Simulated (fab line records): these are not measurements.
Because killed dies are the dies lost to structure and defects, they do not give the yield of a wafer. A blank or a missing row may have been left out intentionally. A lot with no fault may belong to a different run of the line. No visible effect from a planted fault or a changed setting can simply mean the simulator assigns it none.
Split-lot study ; flow n5_finfet ; 21 wafers read across 7 lots, on a route 1938 steps long

ON THE SPLIT
At N5_BEOL_M10_PEB_26 (peb time 60 s), the setting peb_time_s was moved away from the recipe's 60 s on 3 of the 21 wafers read, by -12.5% to -9.1%. The other wafers ran this setting at the recipe's value.

FROM THE SPLIT ON TO THE READING: in between, the file shows 1 step
- N5_BEOL_M10_DEVELOP_27: develop time 30 s

THE READING
Shown in nm: cd_nm at N5_BEOL_M10_CD_MEAS_28, with target cd 70 nm. Fault-free wafers of this fab line usually give 70.5 nm, standard deviation 0.93 nm.

wafer;tool, chamber at the split;peb_time_s as run, s;against the recipe;cd_nm, nm;against lot-mates on the recipe
L084.3;litho_track-04, 0;52.51;-12.5%;63.3;-6.3
L084.4;litho_track-04, 0;52.51;-12.5%;64.0;-5.6
L084.5;litho_track-04, 0;60;recipe;69.6;-
L086.3;litho_track-02, 0;60;recipe;71.4;-
L086.5;litho_track-02, 0;60;recipe;69.5;-
L086.6;litho_track-02, 0;60;recipe;70.3;-
L090.3;litho_track-04, 0;60;recipe;69.3;-
L090.4;litho_track-04, 0;60;recipe;69.1;-
L090.6;litho_track-04, 0;60;recipe;70.1;-
L089.1;litho_track-04, 0;60;recipe;70.7;-
L089.2;litho_track-04, 0;60;recipe;70.8;-
L089.6;litho_track-04, 0;54.54;-9.1%;65.0;-5.8
L091.3;litho_track-02, 0;60;recipe;69.7;-
L091.4;litho_track-02, 0;60;recipe;70.7;-
L091.6;litho_track-02, 0;60;recipe;70.5;-
L094.1;litho_track-04, 0;60;recipe;70.5;-
L094.2;litho_track-04, 0;60;recipe;70.5;-
L094.5;litho_track-04, 0;60;recipe;71.0;-
L097.1;litho_track-02, 0;60;recipe;70.2;-
L097.2;litho_track-02, 0;60;recipe;70.4;-
L097.6;litho_track-02, 0;60;recipe;71.1;-

FIT RESULTS
A straight line over all 21 wafers: cd_nm changes by +0.543 nm for each +1% of peb_time_s; r = +0.96; the points scatter about the line by 0.63 nm.
The same after taking each lot's own level away (the mean of its wafers on the recipe; 21 wafers): +0.508 nm for each +1%; r = +0.97; scatter 0.53 nm.
That fit puts the effect of the largest move of peb_time_s on the reading at 6.3 nm.
Across the lots, their own levels run from 69.50 to 70.75 nm, a range of 1.3 times the standard deviation given above.
Consequently the slope shifts little with the lot-to-lot level, the two slopes agreeing.
Check: for one of the wafers moved furthest among these (-12.5%), held out of the fit, the line's prediction against its lot-mates is -6.39 nm. Against them it came out at -6.3 nm.

THE FILE'S OWN FIT
cd_nm changes by +0.529 nm for each +1% of peb_time_s, r = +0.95.
